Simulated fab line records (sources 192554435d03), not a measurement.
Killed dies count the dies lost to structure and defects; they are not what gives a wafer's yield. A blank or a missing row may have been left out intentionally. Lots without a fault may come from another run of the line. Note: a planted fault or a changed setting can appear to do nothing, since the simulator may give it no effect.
A struck lot beside a sound one + flow n5_finfet + 15 steps out of a route of 1938
Sound: the wafers L506.1, L506.3, L506.5. Wafers struck: L495.1, L495.5. Last of all comes the cause.
Order at every step that has rows: each side's tool, ch and its chambers, its first start. Under that, the readings that differ: sound wafers + struck wafers + difference of the means + sigmas: that difference in standard deviations of wafers without a fault.
alike: readings whose means differ by less than 2 such deviations, and words and numbers that are the same on both sides. not compared: withheld readings, readings that some wafer has no value for, bounds like >300 that may hide the same value, and numbers for which the record gives no deviation and whose values overlap.
The two part at a step that has a row with sigmas, a row that says differs or no value, or rows on one side only. Numbers that have no deviation but don't overlap get no sigmas and don't part them. A reading that every wafer of one side lacks parts them only if that side has two wafers or more.

first, 7 steps without rows for these wafers: N5_BEOL_M12_COAT_22 (resist thk 300 nm); N5_BEOL_M12_EBR_24; N5_BEOL_M12_SOFTBAKE_23 (time 60 s); N5_BEOL_M12_EXPOSE_25 (exposes mask M12); N5_BEOL_M12_PEB_26 (peb time 90 s); N5_BEOL_M12_DEVELOP_27 (develop time 45 s); N5_BEOL_M12_HARDBAKE_32 (time 120 s).
N5_BEOL_M12_CD_MEAS_28: target cd 160.2 nm.
  sound on cd_sem-01 ch 0, day 15 09:02; struck on cd_sem-01 ch 0, day 12 16:59
  alike: cd_nm
N5_BEOL_M12_OVL_MEAS_29:
  sound on overlay-01 ch 0, day 15 09:04; struck on overlay-01 ch 0, day 12 17:01
| reading      | sound      | struck | difference | sigmas |
|--------------|------------|--------|------------|--------|
| M12_OVL (nm) | -14 -12 -5 | -2 3   | +11        | +2     |
N5_BEOL_M12_INSPECT_30: inspects for defects (macro).
  struck on defect_inspect-01, day 12 17:02; sound on defect_inspect-02, day 15 09:05
  alike: raw_defect_count
N5_BEOL_M12_DESCUM_33: chemistry O2, time 7.9 s.
  sound on rie_diel-01 ch 1,3, day 15 09:23; struck on rie_diel-01 ch 3, day 12 17:05
  alike: drypump_motor_current_A, oes_product_au, rf_fwd_power_W, rf_vpp_V, showerhead_plenum_p_Torr, throttle_valve_pct
  not compared: rf_hours_counter_h
N5_BEOL_M12_ETCH_67: etches SiARC in CF4, target depth 143 nm, time 238.3 s.
  sound on rie_diel-01 ch 1,3, day 15 09:25; struck on rie_diel-01 ch 3, day 12 17:07
  alike: cf4_flow_sccm, drypump_motor_current_A, etch_rf_on_time_s, oes_product_au, rf_fwd_power_W, rf_vpp_V, showerhead_plenum_p_Torr, throttle_valve_pct
  not compared: rf_hours_counter_h
N5_BEOL_M12_ETCH_68: etches SOC in N2/H2, time 285 s.
  sound on rie_diel-01 ch 1,3, day 15 09:34; struck on rie_diel-01 ch 3, day 12 17:16
| reading                                     | sound             | struck      | difference                    | sigmas |
|---------------------------------------------|-------------------|-------------|-------------------------------|--------|
| rf_fwd_power_W (W)                          | 2987 3001 2989    | - -         | no value on the struck wafers |        |
| run_length_s (s)                            | 308.9 307.5 309.1 | 292.6 292.4 | -16.0                         | -36    |
| model.SiARC_of_BEOL_M12_COAT_66.thk_nm (nm) | 86.4 86.4 86.2    | 87.2 87.2   | +0.9                          |        |
  alike: drypump_motor_current_A, oes_product_au, rf_vpp_V, showerhead_plenum_p_Torr, throttle_valve_pct
  not compared: rf_hours_counter_h
then, 1 step without rows for these wafers: N5_BEOL_M12_STRIP_69 (strips in N2/H2).
N5_PASSIVATION_PROBE_49:
  rows exist in the record for the struck wafers here (prober-02, day 14 01:55), but not for the sound ones

## WHERE THEY PART
Earliest at N5_BEOL_M12_OVL_MEAS_29; latest, in this record, at N5_PASSIVATION_PROBE_49.

WHY: what the simulator had put in
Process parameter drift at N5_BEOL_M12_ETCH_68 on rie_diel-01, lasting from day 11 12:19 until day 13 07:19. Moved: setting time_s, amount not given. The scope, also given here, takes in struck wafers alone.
